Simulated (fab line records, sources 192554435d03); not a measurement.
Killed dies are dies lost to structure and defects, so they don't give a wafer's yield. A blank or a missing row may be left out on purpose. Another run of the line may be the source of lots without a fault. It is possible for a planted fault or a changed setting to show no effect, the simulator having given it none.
2 desks, one fault :: flow n5Finfet :: each desk has only its own numbers; what lay behind them comes last

## AT THE TOOL OWNER'S DESK: lithoTrack-04
The tool's own readings at N5_BEOL_M11_COAT_59 (time 60 s, resist thk 100 nm): means of the sampled wafers that have a number, for each lot that ran on this tool. If a lot's mean is further than 4 standard deviations from the usual mean, the lot is out of limits and carries the mark OUT (the distance appears in the brackets).
Columns: A = resistLineTempC at N5_BEOL_M11_COAT_59, usual 22.98 C; B = spinSpeedRpm at N5_BEOL_M11_COAT_59, usual 1500.1 rpm
lot: L244
first seen here: day 10 15:36
A: 22.99
B: 1498.5

lot: L248
first seen here: day 11 05:46
A: 22.86
B: 1500.5

lot: L253
first seen here: day 12 22:28
A: 23.02
B: 1501.3

lot: L262
first seen here: day 15 09:02
A: 23.06
B: 1380.3 (-99 or more) OUT

lot: L263
first seen here: day 15 12:53
A: 23.02
B: 1380.4 (-99 or more) OUT
This desk finds L262, L263 out of limits, L262 being first, at day 15 09:02 (spinSpeedRpm at N5_BEOL_M11_COAT_59). Within limits: L244, L248, L253.

## METROLOGY DESK
What the gauges read, lot by lot, whatever tool the lot ran on: means of the sampled wafers that have a number. If a lot's mean is further than 4 standard deviations from the usual mean, the lot is out of limits and carries the mark OUT (the distance appears in the brackets).
Columns: A = cdNm at N5_BEOL_M11_CD_MEAS_11, usual 64.1 nm
lot: L243
first seen here: day 10 06:38
A: 63.9

lot: L244
first seen here: day 10 15:50
A: 64.7

lot: L248
first seen here: day 11 06:08
A: 64.0

lot: L249
first seen here: day 12 01:22
A: 64.1

lot: L251
first seen here: day 12 12:58
A: 64.3

lot: L253
first seen here: day 12 22:50
A: 64.7

lot: L252
first seen here: day 12 23:32
A: 64.1

lot: L255
first seen here: day 13 02:34
A: 63.8

lot: L254
first seen here: day 13 12:49
A: 64.0

lot: L259
first seen here: day 14 10:41
A: 63.7

lot: L262
first seen here: day 15 09:24
A: 64.1

lot: L263
first seen here: day 15 13:14
A: 64.1

lot: L266
first seen here: day 16 19:20
A: 63.8
This desk's verdict: no lot among the 13 shows anything out of limits.

## PUT TOGETHER
The tool owner's desk could have raised an alarm at day 15 09:02, on L262, L263.
From the metrology desk's view, nothing was out of limits.
The metrology desk holds a record of L262, L263, inside its limits.
Of the lots named, all ran N5_BEOL_M11_COAT_59 on lithoTrack-04.

## WHAT HAD BEEN PUT IN BY THE SIMULATOR
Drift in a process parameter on lithoTrack-04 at N5_BEOL_M11_COAT_59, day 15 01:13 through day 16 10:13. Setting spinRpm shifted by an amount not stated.
Struck lots among those shown: L262, L263.
Time in hours from fault onset to the first out-of-limits reading at each desk: the tool owner's desk, 8.
